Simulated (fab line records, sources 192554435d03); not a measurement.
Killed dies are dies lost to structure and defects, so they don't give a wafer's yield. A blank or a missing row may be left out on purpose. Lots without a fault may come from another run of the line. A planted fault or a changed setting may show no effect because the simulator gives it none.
Split-lot experiment | flow n5_finfet | 7 lots, 21 wafers read, on a route of 1938 steps

THE SPLIT
At N5_PASSIVATION_ETCH_54 (etches SiO2 in CHF3/O2, target depth 880 nm, time 440 s), the setting time_s was moved away from the recipe's 440 s on 7 of the 21 wafers read, by -13.9% to +6.6%. The other wafers ran this setting at the recipe's value.

The reading is taken at the split's own step.

THE READING
PASSIVATION.feature_depth_nm (the simulator's own value, which no gauge read), in nm, at N5_PASSIVATION_ETCH_54 (etches SiO2 in CHF3/O2, target depth 880 nm, time 440 s). The file gives no usual value for it. The 14 wafers here that ran the recipe average 892.2 nm, standard deviation 24 nm.

wafer  | tool, chamber at the split | time_s as run, s | against the recipe | PASSIVATION.feature_depth_nm, nm | against lot-mates on the recipe
L077.2 | rie_diel-01, 2             | 440              | recipe             | 878.2                            | -
L077.3 | rie_diel-01, 1             | 440              | recipe             | 898.2                            | -
L077.4 | rie_diel-01, 3             | 440              | recipe             | 904.2                            | -
L076.1 | rie_diel-06, 2             | 440              | recipe             | 912.2                            | -
L076.3 | rie_diel-06, 0             | 440              | recipe             | 856.6                            | -
L076.5 | rie_diel-06, 3             | 440              | recipe             | 865                              | -
L080.1 | rie_diel-04, 3             | 440              | recipe             | 865                              | -
L080.3 | rie_diel-04, 1             | 469              | +6.6%              | 975.8                            | +106.7
L080.6 | rie_diel-04, 0             | 440              | recipe             | 873.2                            | -
L085.1 | rie_diel-01, 0             | 378.7            | -13.9%             | 762.6                            | -137.4
L085.3 | rie_diel-01, 1             | 378.7            | -13.9%             | 767.2                            | -132.8
L085.6 | rie_diel-01, 3             | 440              | recipe             | 900                              | -
L088.2 | rie_diel-01, 0             | 440              | recipe             | 893.4                            | -
L088.4 | rie_diel-01, 2             | 409.4            | -7.0%              | 818.6                            | -60.5
L088.6 | rie_diel-01, 2             | 440              | recipe             | 864.8                            | -
L093.3 | rie_diel-06, 0             | 440              | recipe             | 927.8                            | -
L093.4 | rie_diel-06, 2             | 440              | recipe             | 927.4                            | -
L093.6 | rie_diel-06, 0             | 440              | recipe             | 924.6                            | -
L095.1 | rie_diel-04, 1             | 401.2            | -8.8%              | 822                              | no lot-mate on the recipe
L095.2 | rie_diel-04, 0             | 401.2            | -8.8%              | 789.4                            | no lot-mate on the recipe
L095.4 | rie_diel-04, 3             | 401.2            | -8.8%              | 786.2                            | no lot-mate on the recipe

THE FIT
A straight line over all 21 wafers: PASSIVATION.feature_depth_nm changes by +10 nm for each +1% of time_s; r = +0.92; the points scatter about the line by 23 nm.
The same after taking each lot's own level away (the mean of its wafers on the recipe; 18 wafers): +10.4 nm for each +1%; r = +0.96; scatter 16 nm.
On that fit, the largest move of time_s shifts the reading by 1.5e+02 nm.
The lots' own levels span 869.10 to 926.60 nm, that is 2.4 times the standard deviation above.
So the lot-to-lot level changes the slope little: the two slopes agree.
Check: with one of the wafers moved furthest among these (-13.9%) left out of the fit, the line predicts -144 nm for it against its lot-mates. It came out at -137 nm against them.

THE WHOLE CHAIN: every reading that the file lists as answering this split, in the file's order
step                   | what it does                                            | reading                                                                       | change (the file's fit)              | r (the file's)
N5_PASSIVATION_ETCH_54 | etches SiO2 in CHF3/O2, target depth 880 nm, time 440 s | etch.depth_nm (the simulator's own value, which no gauge read)                | +10.5 nm for each +1% of the setting | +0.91
N5_PASSIVATION_ETCH_54 | etches SiO2 in CHF3/O2, target depth 880 nm, time 440 s | PASSIVATION.feature_depth_nm (the simulator's own value, which no gauge read) | +10.5 nm for each +1% of the setting | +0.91

THE FILE'S OWN FIT
PASSIVATION.feature_depth_nm changes by +10.5 nm for each +1% of time_s, r = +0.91.
